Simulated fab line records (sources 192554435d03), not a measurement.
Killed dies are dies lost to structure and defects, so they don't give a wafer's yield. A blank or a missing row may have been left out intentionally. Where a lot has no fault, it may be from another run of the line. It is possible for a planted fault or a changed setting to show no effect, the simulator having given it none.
Matching of chambers    flow n5-finfet    rie-diel-03 running N5_BEOL_M0_SAQP_SPACER2_ETCHBACK_27: 4 sister chambers
The step etches SiO2 in CHF3/O2, target depth 22.5 nm, time 11.25 s. 4 wafers are shown with their chamber, then 7 later ones without.

WAFERS WITH THEIR CHAMBER
wafer   chamber  showerhead-plenum-p-Torr (Torr)
L078.5  0        2.44
L081.3  3        2.31
L081.5  2        2.38
L095.4  1        2.29

WAFERS WHOSE CHAMBER IS MISSING
wafer   showerhead-plenum-p-Torr (Torr)
L095.6  2.37
L096.1  2.28
L096.4  2.43
L096.6  2.28
L097.2  2.37
L097.5  2.28
L097.6  2.37

EACH ONE'S CHAMBER
wafer   from the rows above  in truth
L095.6  2                    2
L096.1  1                    1
L096.4  0                    0
L096.6  1                    1
L097.2  2                    2
L097.5  1                    1
L097.6  2                    2
Correctly placed: 7 of 7. From these rows, 0 cannot be placed. Wrongly placed: 0.
How it was worked out, from the rows above alone: a wafer's distance from a chamber is the root of the sum, over the readings, of the square of ((its reading less the chamber's mean) divided by the reading's scatter). The wafer belongs to the nearest chamber; if the next one is less than 2 further off, it can't be placed. For every chamber, the mean is computed from those of its wafers that are shown. The scatter: with one shown wafer a chamber, the root of the mean of the squares of how far each hidden wafer lies from its nearest shown one.
